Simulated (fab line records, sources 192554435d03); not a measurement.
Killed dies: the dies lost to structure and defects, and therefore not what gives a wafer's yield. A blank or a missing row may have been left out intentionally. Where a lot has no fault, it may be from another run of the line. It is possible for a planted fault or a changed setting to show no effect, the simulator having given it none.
Which tool was responsible? + flow n5_finfet + 12 lots with 36 wafers sampled at 2 steps, on a route of 1938 steps

== WHAT THE GAUGES SHOWED, per wafer ==
N5_FIN_SAQP_CD_MEAS_16: target cd 35.6 nm.
| lot  | measured    | on        | cd_nm (nm)     |
|------|-------------|-----------|----------------|
| L075 | day 2 03:06 | cd_sem-03 | 35.0 35.3 35.7 |
| L077 | day 2 15:43 | cd_sem-02 | 35.8 35.5 35.5 |
| L079 | day 3 04:11 | cd_sem-01 | 36.0 36.0 35.6 |
| L081 | day 3 15:40 | cd_sem-03 | 35.8 36.1 35.9 |
| L083 | day 4 03:37 | cd_sem-02 | 35.8 35.5 35.9 |
| L085 | day 4 15:33 | cd_sem-01 | 35.4 35.8 35.4 |
| L087 | day 5 04:32 | cd_sem-02 | 35.4 34.8 35.2 |
| L089 | day 5 16:57 | cd_sem-01 | 35.9 35.5 34.7 |
| L091 | day 6 03:28 | cd_sem-03 | 35.5 35.2 35.4 |
| L093 | day 6 15:15 | cd_sem-02 | 34.8 35.6 35.4 |
| L095 | day 7 03:43 | cd_sem-02 | 35.8 35.8 35.5 |
| L097 | day 7 15:33 | cd_sem-03 | 35.9 35.5 35.7 |

== TOOL THAT RAN EACH LOT (tool first, then ch and the chambers of the sampled wafers, then the start) ==
| lot  | N5_FIN_SAQP_HM_DEP_03          |
|------|--------------------------------|
| L075 | pecvd-02 ch 0,1,2, day 2 02:19 |
| L077 | pecvd-04 ch 0,1, day 2 15:02   |
| L079 | pecvd-01 ch 0,1, day 3 03:23   |
| L081 | pecvd-01 ch 1,2, day 3 14:53   |
| L083 | pecvd-02 ch 0,1, day 4 02:50   |
| L085 | pecvd-01 ch 0,1,2, day 4 14:46 |
| L087 | pecvd-02 ch 0,1,2, day 5 03:52 |
| L089 | pecvd-04 ch 0,1, day 5 16:10   |
| L091 | pecvd-04 ch 0,1,2, day 6 02:41 |
| L093 | pecvd-04 ch 0,2, day 6 14:28   |
| L095 | pecvd-01 ch 0,1,2, day 7 03:03 |
| L097 | pecvd-04 ch 0,1,2, day 7 14:47 |
- N5_FIN_SAQP_HM_DEP_03: deposits SiNx from SiH4/NH3/N2, target thk 38 nm, time 33.6 s.

== THE ANSWER, worked out from the rows above alone ==
Rule: what is usual is taken from the lots themselves. Put in order of their means at a reading, lots are off if they are a third of the lots or fewer, leave a main group of 4 or more, and stand apart from it by a gap of 3 or more times the standard deviation of the main group's means; of several such gaps the widest counts. A main group whose means are all the same, to the digits that the tables above print for the reading, isn't used. Also off: a lot with no number at a reading for which 4 or more lots have one. The other lots that the step has rows for count as sound.
None of the lots is off at any reading shown; this tells nothing.

== WHAT THE SIMULATOR HAD INSERTED ==
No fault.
